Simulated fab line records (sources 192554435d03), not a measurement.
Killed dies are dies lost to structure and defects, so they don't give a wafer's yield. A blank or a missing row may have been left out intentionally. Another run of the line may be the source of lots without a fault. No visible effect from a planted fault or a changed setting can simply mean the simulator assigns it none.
fab line records	flow n5-finfet	part 1 of 2: steps 1 to 4 of 6
record: lots: 23	wafers: 69	last-day: 16
route steps=1938 shown HKMG_FIN@439 GATE_CUT@491 MOL_CONTACT_COAG@529
lots that met no fault: taken from a fault-free run of the same line
start-h: hours from the record's opening day to when the first of the lot's shown wafers began	wait-h: hours elapsed since this lot's preceding step	" as in the row above	L1.1+2: a row that stands for several wafers	- either no value or no given start	* or withheld: withheld	< > ~ a bound
route shown NAME@n: names a module that has steps shown in the file, with the first one's number in the route	usual: average and standard deviation across the fault-free wafers	same: alike in all rows	chamber/n: place in a boat	sites: each site's reading	_std_site: their standard deviation	_edge_site: the outer-site mean with the inner-site mean subtracted	radius-mm: how far each site lies from the wafer's centre	mask NAME#n: copy n	behind: the tool/chamber that last shaped the wafer	hold: why the lot was held/for how many hours/how that ended	device: which transistor (n, p or np) failed to switch	end of line: tests run on the same wafers once the route is complete	where a step has no rows: the recipe by itself	killed: dies lost to structure and defects at the first sort, not the wafer's yield	map: dies across one wafer; x = killed, . = not, _ = none there
set.NAME: setting as actually run; set.NAME@STEP: the setting as run at that earlier step	model.NAME: the simulator's own value behind a step, which no gauge read
one table for each step of the route and one row for each wafer, over a sample of lots
services: from which hour (start-h, from the record's first day; less than 0 if before it) a tool's chamber was out of use, for how many hours, and why
== steps ==
step: N5_HKMG_FIN_STRIP_92
recipe: chemistry: N2/H2	material: SOC	time-s: 20	power-w: 500	temp-c: 40	pressure-mtorr: 50	rf-frequency-hz: 6e+07	bias-power-w: 8	h2-frac: 0.5	n2-flow-sccm: 300	h2-flow-sccm: 300
usual: drypump-motor-current-A: 6.0/0.47	oes-product-au: 0.77/0.071	rf-vpp-V: 54.3/0.8	showerhead-plenum-p-Torr: 3.37/0.11	throttle-valve-pct: 18.9/0.36
lot.wafer	tool	chamber	start-h	wait-h	drypump-motor-current-A	oes-product-au	rf-hours-counter-h	rf-vpp-V	showerhead-plenum-p-Torr	throttle-valve-pct
L074.3	rie-diel-04	3	73.23	0.1	5.7	0.75	153	53.5	3.49	18.6
L074.4	"	2	"	"	5.8	0.70	208	55.4	3.47	18.8
L074.5	"	0	"	"	6.6	0.73	-	53.6	3.21	18.7
L075.2	rie-diel-04	2	85.22	0.1	5.8	0.70	211	54.0	3.46	18.8
L075.3	"	1	"	"	5.7	0.83	90	55.3	3.39	19.4
L075.5	"	3	"	"	5.7	0.75	-	53.5	3.49	18.6
L076.2	rie-diel-04	0	87.02	0.1	6.6	0.72	190	53.8	3.20	18.7
L076.4	"	1	"	"	5.7	0.82	91	53.2	3.39	19.4
L076.6	"	1	"	"	5.8	0.82	-	55.0	3.39	19.4
L077.2	rie-diel-04	3	94.37	0.1	5.7	0.75	161	53.3	3.48	18.6
L077.4	"	1	"	"	5.8	0.81	95	53.5	3.39	19.4
L077.5	"	2	"	"	5.8	0.70	-	54.6	3.46	18.8
L078.3	rie-diel-05	0	101.86	0.1	5.6	0.85	55	53.7	3.27	18.3
L078.4	"	2	"	"	6.6	0.80	114	55.1	3.38	18.7
L078.5	"	0	"	"	5.6	0.85	-	54.0	3.27	18.3
L079.1	rie-diel-04	0	109.23	0.1	6.6	0.72	198	53.9	3.20	18.8
L079.2	"	2	"	"	5.8	0.70	222	54.5	3.46	18.8
L079.6	"	3	"	"	5.7	0.74	-	53.1	3.48	18.6
L080.1	rie-diel-04	1	118.96	0.1	5.7	0.81	106	54.3	3.38	19.4
L080.2	"	2	"	"	5.8	0.69	226	54.7	3.46	18.8
L080.5	"	0	"	"	6.6	0.71	-	54.2	3.20	18.8
L081.2	rie-diel-01	0	125.34	0.1	5.5	0.90	39	53.7	3.42	19.2
L081.3	"	1	"	"	6.6	0.88	44	53.4	3.41	19.9
L081.4	"	3	"	"	5.1	0.74	206	53.7	3.19	18.7
L082.1	rie-diel-05	1	127.74	0.1	6.3	0.68	233	54.4	3.45	18.8
L082.3	"	2	"	"	6.6	0.78	124	52.5	3.38	18.7
L082.6	"	2	"	"	6.6	0.79	-	56.2	3.38	18.7
L083.2	rie-diel-04	1	129.78	0.1	5.7	0.80	111	54.0	3.38	19.4
L083.3	"	2	"	"	5.7	0.69	231	54.5	3.45	18.8
L083.6	"	1	"	"	5.7	0.80	-	54.8	3.38	19.4
L084.2	rie-diel-05	3	137.99	0.1	5.6	0.80	110	54.8	3.52	18.7
L084.3	"	2	"	"	6.6	0.79	129	53.0	3.38	18.7
L084.6	"	1	"	"	6.3	0.68	-	54.4	3.45	18.8
L085.1	rie-diel-01	3	143.10	0.1	5.2	0.73	213	53.8	3.19	18.8
L085.4	"	1	"	"	6.6	0.89	50	55.6	3.41	19.9
L085.5	"	3	"	"	5.1	0.73	-	55.0	3.19	18.8
L086.4	rie-diel-05	3	149.23	0.1	5.6	0.79	114	54.4	3.51	18.7
L086.5	"	2	"	"	6.6	0.78	-	54.7	3.37	18.7
L086.6	"	1	"	"	6.3	0.68	-	54.4	3.45	18.8
L087.3	rie-diel-01	2	156.78	0.1	6.6	0.72	196	54.0	3.33	18.9
L087.4	"	3	"	"	5.1	0.72	218	55.3	3.19	18.8
L087.6	"	0	"	"	5.5	0.89	-	54.6	3.41	19.2
L088.1	rie-diel-05	3	162.04	0.1	5.6	0.79	119	53.9	3.51	18.7
L088.4	"	1	"	"	6.3	0.67	249	53.9	3.44	18.8
L088.6	"	0	"	"	5.6	0.82	-	53.9	3.25	18.4
L089.1	rie-diel-04	2	169.79	0.1	5.7	0.67	247	55.1	3.44	18.9
L089.2	"	0	"	"	6.6	0.70	224	53.8	3.19	18.8
L089.4	"	2	"	"	5.8	0.68	-	54.2	3.44	18.8
L090.2	rie-diel-01	2	173.16	0.1	6.6	0.70	203	54.9	3.32	18.9
L090.3	"	3	"	"	5.1	0.72	224	52.5	3.19	18.8
L090.5	"	2	"	"	6.6	0.71	-	53.8	3.32	18.9
L091.1	rie-diel-04	3	179.14	0.1	5.7	0.73	190	54.9	3.47	18.7
L091.3	"	1	"	"	5.7	0.79	128	53.2	3.37	19.4
L091.6	"	3	"	"	5.7	0.72	-	54.3	3.47	18.7
L092.3	rie-diel-04	0	183.59	0.1	6.6	0.70	230	54.2	3.18	18.8
L092.5	"	1	"	"	5.7	0.79	-	53.8	3.37	19.4
L092.6	"	3	"	"	5.7	0.73	-	54.4	3.47	18.7
L093.2	rie-diel-04	3	193.27	0.1	5.7	0.72	198	54.1	3.46	18.7
L093.4	"	1	"	"	5.7	0.78	136	55.3	3.36	19.4
L093.6	"	0	"	"	6.6	0.69	-	53.2	3.18	18.8
L094.1	rie-diel-05	2	196.82	0.1	6.6	0.77	156	53.9	3.36	18.7
L094.5	"	0	"	"	5.6	0.81	-	54.4	3.25	18.4
L094.6	"	1	"	"	6.3	0.97	-	54.2	3.44	18.4
L095.2	rie-diel-05	2	203.08	0.1	6.6	0.76	159	54.2	3.36	18.7
L095.4	"	1	"	"	6.3	0.95	6	53.7	3.44	18.4
L095.6	"	0	"	"	5.6	0.80	-	52.8	3.25	18.4
L096.1	rie-diel-04	1	212.07	0.1	5.7	0.77	146	53.6	3.36	19.5
L096.2	"	3	"	"	5.7	0.72	207	54.4	3.46	18.7
L096.6	"	0	"	"	6.6	0.68	-	53.0	3.18	18.8
step: N5_HKMG_FIN_STRIP_19
recipe: chemistry: N2/H2	power-w: 2500	temp-c: 300	h2-frac: 0.65	time-s: 360	pressure-mtorr: withheld	n2-flow-sccm: 1750	h2-flow-sccm: 3250
usual: drypump-motor-current-A: 6.1/0.3	heater-power-w: 438/24
lot.wafer	tool	chamber	start-h	wait-h	drypump-motor-current-A	heater-power-w	rf-hours-counter-h
L074.3	plasma-asher-01	1	73.50	0.1	5.9	402	-
L074.4	"	0	"	"	5.8	435	-
L074.5	"	0	"	"	5.8	428	-
L075.2	plasma-asher-01	1	85.36	0.0	5.9	410	38
L075.3	"	0	"	"	5.7	445	-
L075.5	"	1	"	"	5.9	400	-
L076.2	plasma-asher-02	1	87.16	0.0	6.5	467	91
L076.4	"	0	"	"	6.4	474	-
L076.6	"	1	"	"	6.5	449	-
L077.2	plasma-asher-02	1	94.51	0.0	6.5	448	93
L077.4	"	0	"	"	6.4	470	-
L077.5	"	1	"	"	6.5	461	-
L078.3	plasma-asher-01	1	102.13	0.1	5.9	406	-
L078.4	"	0	"	"	5.7	428	-
L078.5	"	0	"	"	5.8	442	-
L079.1	plasma-asher-01	1	109.37	0.0	5.9	393	43
L079.2	"	0	"	"	5.8	442	43
L079.6	"	0	"	"	5.8	447	-
L080.1	plasma-asher-02	1	119.11	0.0	6.5	444	97
L080.2	"	0	"	"	6.4	454	97
L080.5	"	0	"	"	6.4	458	-
L081.2	plasma-asher-01	0	125.49	0.0	5.8	439	46
L081.3	"	1	"	"	5.9	385	-
L081.4	"	0	"	"	5.8	442	-
L082.1	plasma-asher-02	0	127.93	0.1	6.4	466	98
L082.3	"	1	"	"	6.4	441	-
L082.6	"	0	"	"	6.4	470	-
L083.2	plasma-asher-01	0	129.93	0.0	5.7	443	48
L083.3	"	0	"	"	5.8	431	-
L083.6	"	0	"	"	5.7	441	-
L084.2	plasma-asher-01	0	138.13	0.0	5.7	444	50
L084.3	"	1	"	"	5.9	398	-
L084.6	"	1	"	"	5.9	396	-
L085.1	plasma-asher-02	0	143.24	0.0	6.4	464	101
L085.4	"	0	"	"	6.4	464	-
L085.5	"	0	"	"	6.4	466	-
L086.4	plasma-asher-02	1	149.50	0.1	6.5	450	-
L086.5	"	0	"	"	6.4	464	-
L086.6	"	1	"	"	6.5	452	-
L087.3	plasma-asher-02	0	157.05	0.2	6.4	464	-
L087.4	"	1	"	"	6.5	449	-
L087.6	"	0	"	"	6.4	468	-
L088.1	plasma-asher-01	0	162.19	0.0	5.7	437	54
L088.4	"	1	"	"	5.9	407	-
L088.6	"	0	"	"	5.7	441	-
L089.1	plasma-asher-02	1	169.94	0.0	6.5	459	107
L089.2	"	0	"	"	6.3	456	107
L089.4	"	1	"	"	6.4	446	-
L090.2	plasma-asher-01	1	173.31	0.0	5.9	394	57
L090.3	"	0	"	"	5.7	439	-
L090.5	"	0	"	"	5.8	441	-
L091.1	plasma-asher-02	1	179.28	0.0	6.4	444	109
L091.3	"	0	"	"	6.4	462	-
L091.6	"	1	"	"	6.5	455	-
L092.3	plasma-asher-02	1	183.86	0.1	6.5	457	-
L092.5	"	0	"	"	6.4	456	-
L092.6	"	1	"	"	6.5	441	-
L093.2	plasma-asher-01	1	193.41	0.0	5.9	404	61
L093.4	"	0	"	"	5.7	440	-
L093.6	"	1	"	"	5.9	396	-
L094.1	plasma-asher-01	1	196.97	0.0	5.9	405	62
L094.5	"	1	"	"	5.9	397	-
L094.6	"	0	"	"	5.8	435	-
L095.2	plasma-asher-01	1	203.23	0.0	5.9	404	63
L095.4	"	0	"	"	5.7	434	-
L095.6	"	1	"	"	5.9	409	-
L096.1	plasma-asher-01	1	212.21	0.0	5.9	406	64
L096.2	"	0	"	"	5.8	430	64
L096.6	"	0	"	"	5.8	450	-
step: N5_HKMG_FIN_STRIP_88
recipe: chemistry: N2/H2	power-w: 2500	temp-c: 300	h2-frac: 0.65	time-s: 360	pressure-mtorr: withheld	n2-flow-sccm: 1750	h2-flow-sccm: 3250
usual: drypump-motor-current-A: 6.2/0.3	heater-power-w: 440/23
lot.wafer	tool	chamber	start-h	wait-h	drypump-motor-current-A	heater-power-w	rf-hours-counter-h
L074.3	plasma-asher-01	1	74.48	0.1	5.9	398	-
L074.4	"	0	"	"	5.7	451	-
L074.5	"	0	"	"	5.7	442	-
L075.2	plasma-asher-01	1	86.53	0.0	5.9	396	39
L075.3	"	0	"	"	5.8	446	-
L075.5	"	0	"	"	5.8	443	-
L076.2	plasma-asher-02	0	88.15	0.0	6.4	465	92
L076.4	"	0	"	"	6.4	467	-
L076.6	"	0	"	"	6.4	456	-
L077.2	plasma-asher-02	0	95.72	0.0	6.4	454	93
L077.4	"	1	"	"	6.5	452	-
L077.5	"	0	"	"	6.4	474	-
L078.3	plasma-asher-02	0	103.10	0.1	6.4	462	-
L078.4	"	1	"	"	6.5	460	-
L078.5	"	0	"	"	6.4	470	-
L079.1	plasma-asher-02	1	110.34	0.0	6.4	452	95
L079.2	"	0	"	"	6.4	454	95
L079.6	"	0	"	"	6.4	465	-
L080.1	plasma-asher-02	1	120.13	0.0	6.4	450	97
L080.2	"	0	"	"	6.4	480	97
L080.5	"	1	"	"	6.4	456	-
L081.2	plasma-asher-01	1	126.47	0.0	5.9	404	46
L081.3	"	0	"	"	5.7	440	-
L081.4	"	1	"	"	5.9	407	-
L082.1	plasma-asher-01	0	128.90	0.0	5.7	436	48
L082.3	"	1	"	"	5.9	402	-
L082.6	"	0	"	"	5.8	432	-
L083.2	plasma-asher-01	0	131.03	0.0	5.8	432	49
L083.3	"	1	"	"	5.9	407	-
L083.6	"	1	"	"	5.9	404	-
L084.2	plasma-asher-02	0	139.29	0.0	6.4	460	100
L084.3	"	1	"	"	6.4	447	-
L084.6	"	1	"	"	6.5	432	-
L085.1	plasma-asher-02	1	144.23	0.0	6.5	445	102
L085.4	"	1	"	"	6.5	450	-
L085.5	"	0	"	"	6.4	477	-
L086.4	plasma-asher-01	0	150.47	0.1	5.8	437	-
L086.5	"	0	"	"	5.8	442	-
L086.6	"	1	"	"	5.9	408	-
L087.3	plasma-asher-01	1	158.15	0.1	5.9	405	-
L087.4	"	0	"	"	5.7	436	-
L087.6	"	0	"	"	5.7	438	-
L088.1	plasma-asher-01	1	163.17	0.0	5.9	407	55
L088.4	"	0	"	"	5.7	444	-
L088.6	"	1	"	"	5.9	409	-
L089.1	plasma-asher-01	1	171.04	0.0	5.9	398	56
L089.2	"	0	"	"	5.8	448	56
L089.4	"	0	"	"	5.8	439	-
L090.2	plasma-asher-02	0	174.29	0.0	6.4	462	108
L090.3	"	0	"	"	6.4	457	-
L090.5	"	1	"	"	6.5	448	-
L091.1	plasma-asher-01	0	180.26	0.0	5.7	429	58
L091.3	"	0	"	"	5.7	438	-
L091.6	"	1	"	"	5.9	400	-
L092.3	plasma-asher-01	1	184.91	0.2	5.9	400	-
L092.5	"	1	"	"	5.9	403	-
L092.6	"	0	"	"	5.8	439	-
L093.2	plasma-asher-02	0	194.44	0.0	6.4	460	112
L093.4	"	1	"	"	6.4	454	-
L093.6	"	0	"	"	6.4	460	-
L094.1	plasma-asher-02	1	198.09	0.0	6.5	437	112
L094.5	"	0	"	"	6.4	468	-
L094.6	"	1	"	"	6.5	453	-
L095.2	plasma-asher-02	0	204.25	0.0	6.4	464	113
L095.4	"	1	"	"	6.5	454	-
L095.6	"	0	"	"	6.4	461	-
L096.1	plasma-asher-02	0	213.21	0.0	6.4	457	115
L096.2	"	1	"	"	6.5	447	115
L096.6	"	1	"	"	6.5	446	-
step: N5_GATE_CUT_ETCH_28
recipe: chemistry: N2/H2	target: underlayer	target-depth-a: 130	mask-material: CAR-EUV	time-s: 10.4	ion-energy-ev: 200	pressure-mtorr: 30	source-w: 840	bias-w: 150	n2-flow-sccm: 200	h2-flow-sccm: 200	ends: cleared
usual: bias-w: 150.0/0.44	drypump-motor-current-A: 5.8/0.42	etch-rf-on-time-s: 10.44/0.18	oes-product-au: 0.69/0.081	rf-vpp-V: 524.9/2.7	showerhead-plenum-p-Torr: 2.58/0.089	throttle-valve-pct: 17.84/0.27
lot.wafer	tool	chamber	start-h	wait-h	bias-w	drypump-motor-current-A	etch-rf-on-time-s	oes-product-au	rf-hours-counter-h	rf-vpp-V	showerhead-plenum-p-Torr	throttle-valve-pct
L074.3	rie-diel-06	3	81.14	0.0	150.2	5.8	10.39	0.75	49	529.0	2.70	17.63
L074.4	"	1	"	"	150.6	6.2	10.41	0.58	248	526.8	2.60	17.82
L074.5	"	1	"	"	150.0	6.2	10.47	0.57	-	525.3	2.60	17.83
L075.2	rie-diel-06	3	94.36	0.0	149.2	5.9	10.34	0.75	55	529.2	2.69	17.64
L075.3	"	2	"	"	149.2	5.2	10.52	0.80	11	525.8	2.59	17.70
L075.5	"	2	"	"	149.8	5.3	10.38	0.80	-	526.6	2.59	17.72
L076.2	rie-diel-06	0	97.04	0.0	150.0	6.0	10.63	0.58	214	523.3	2.51	17.99
L076.4	"	3	"	"	150.0	5.9	10.45	0.73	-	528.3	2.69	17.62
L076.6	"	2	"	"	150.5	5.2	10.40	0.80	-	526.5	2.59	17.72
L077.2	rie-diel-03	3	103.20	0.0	149.1	5.3	10.57	0.59	224	522.3	2.51	18.13
L077.4	"	2	"	"	150.2	5.3	10.66	0.66	-	520.2	2.47	18.06
L077.5	"	3	"	"	149.4	5.3	10.63	0.59	-	524.0	2.51	18.15
L078.3	rie-diel-06	3	109.68	0.0	149.5	5.9	10.30	0.73	-	528.0	2.69	17.65
L078.4	"	2	"	"	149.6	5.2	10.41	0.79	-	525.6	2.59	17.72
L078.5	"	2	"	"	150.4	5.2	10.43	0.78	-	526.7	2.59	17.72
L079.1	rie-diel-06	0	117.73	0.0	150.3	6.0	10.58	0.58	220	522.5	2.51	18.01
L079.2	"	1	"	"	150.4	6.1	10.11	0.85	1	525.7	2.60	17.43
L079.6	"	3	"	"	149.8	5.9	10.36	0.73	-	527.2	2.69	17.66
L080.1	rie-diel-03	2	127.32	0.0	149.6	5.3	10.59	0.67	126	521.8	2.46	18.08
L080.2	"	0	"	"	149.7	6.7	10.26	0.83	2	520.9	2.50	17.71
L080.5	"	2	"	"	149.8	5.3	10.60	0.66	-	520.8	2.46	18.06
L081.2	rie-diel-03	2	133.13	0.0	150.6	5.3	10.51	0.66	129	520.2	2.46	18.07
L081.3	"	3	"	"	149.2	5.3	10.58	0.58	234	522.1	2.51	18.16
L081.4	"	1	"	"	149.2	6.0	10.47	0.64	147	526.8	2.66	18.18
L082.1	rie-diel-06	2	135.91	0.0	150.5	5.2	10.40	0.77	28	526.2	2.58	17.73
L082.3	"	1	"	"	149.6	6.1	10.12	0.82	7	524.3	2.59	17.44
L082.6	"	1	"	"	150.4	6.1	10.01	0.83	-	524.5	2.59	17.45
L083.2	rie-diel-02	0	138.63	0.0	150.4	6.0	10.32	0.74	56	526.7	2.69	17.46
L083.3	"	1	"	"	150.7	6.2	10.32	0.65	-	526.6	2.66	17.49
L083.6	"	1	"	"	150.2	6.2	10.28	0.65	-	527.2	2.66	17.49
L084.2	rie-diel-02	0	146.16	0.0	150.3	6.1	10.42	0.72	60	528.4	2.69	17.49
L084.3	"	2	"	"	150.5	6.2	10.56	0.63	176	519.7	2.43	18.22
L084.6	"	0	"	"	150.2	6.0	10.38	0.73	-	527.2	2.69	17.48
L085.1	rie-diel-06	1	150.96	0.0	150.8	6.1	10.04	0.81	13	526.4	2.59	17.46
L085.4	"	3	"	"	149.9	5.8	10.43	0.72	77	527.4	2.68	17.66
L085.5	"	3	"	"	150.1	5.8	10.34	0.72	-	527.3	2.68	17.68
L086.4	rie-diel-03	1	157.12	0.0	151.1	6.0	10.64	0.64	157	525.7	2.66	18.20
L086.5	"	3	"	"	150.2	5.4	10.57	0.58	-	523.1	2.50	18.19
L086.6	"	0	"	"	149.3	6.6	10.34	0.78	-	523.7	2.50	17.73
L087.3	rie-diel-06	2	164.79	0.0	150.1	5.2	10.42	0.76	39	523.8	2.58	17.75
L087.4	"	3	"	"	149.9	5.8	10.42	0.72	82	529.6	2.68	17.69
L087.6	"	0	"	"	149.5	5.9	10.63	0.57	-	523.3	2.50	18.04
L088.1	rie-diel-03	3	170.35	0.0	150.0	5.4	10.58	0.58	247	521.9	2.50	18.21
L088.4	"	1	"	"	150.7	6.0	10.58	0.63	161	527.3	2.65	18.23
L088.6	"	1	"	"	150.0	6.0	10.56	0.63	-	527.6	2.65	18.20
L089.1	rie-diel-03	3	178.08	0.0	150.1	5.4	10.64	0.58	250	522.4	2.50	18.19
L089.2	"	2	"	"	150.3	5.3	10.50	0.65	144	521.2	2.45	18.11
L089.4	"	1	"	"	150.1	5.9	10.59	0.63	164	526.8	2.65	18.22
L090.2	rie-diel-03	1	181.93	0.0	150.1	6.0	10.70	0.63	166	526.6	2.65	18.22
L090.3	"	0	"	"	149.3	6.7	10.46	0.77	22	522.6	2.49	17.77
L090.5	"	1	"	"	150.5	6.0	10.69	0.63	-	526.7	2.65	18.21
L091.1	rie-diel-02	3	190.17	0.0	149.7	5.6	10.04	0.81	12	527.4	2.71	17.63
L091.3	"	2	"	"	150.1	6.2	10.47	0.63	192	522.2	2.42	18.25
L091.6	"	1	"	"	150.0	6.3	10.46	0.64	-	528.4	2.65	17.52
L092.3	rie-diel-03	1	194.80	0.0	150.3	6.0	10.61	0.62	172	526.1	2.65	18.23
L092.5	"	2	"	"	149.7	5.3	10.70	0.64	-	519.6	2.45	18.13
L092.6	"	1	"	"	149.6	5.9	10.67	0.61	-	527.4	2.65	18.22
L093.2	rie-diel-06	2	201.14	0.0	149.9	5.2	10.36	0.75	44	525.7	2.58	17.76
L093.4	"	3	"	"	150.1	5.8	10.47	0.71	88	526.2	2.68	17.69
L093.6	"	3	"	"	149.1	5.8	10.48	0.70	-	529.2	2.68	17.68
L094.1	rie-diel-03	2	205.06	0.0	149.7	5.3	10.68	0.64	156	521.5	2.45	18.12
L094.5	"	1	"	"	150.0	5.9	10.63	0.62	-	526.2	2.65	18.24
L094.6	"	2	"	"	150.1	5.3	10.69	0.64	-	520.5	2.45	18.10
L095.2	rie-diel-02	3	211.07	0.0	150.2	5.6	10.08	0.80	19	528.0	2.71	17.63
L095.4	"	1	"	"	149.9	6.2	10.46	0.63	161	526.3	2.65	17.54
L095.6	"	2	"	"	150.2	6.2	10.58	0.63	-	521.2	2.42	18.26
L096.1	rie-diel-06	1	219.76	0.0	149.7	6.1	10.20	0.76	29	525.6	2.58	17.47
L096.2	"	2	"	"	150.5	5.2	10.48	0.74	50	524.8	2.58	17.77
L096.6	"	2	"	"	149.0	5.2	10.50	0.74	-	526.0	2.58	17.78
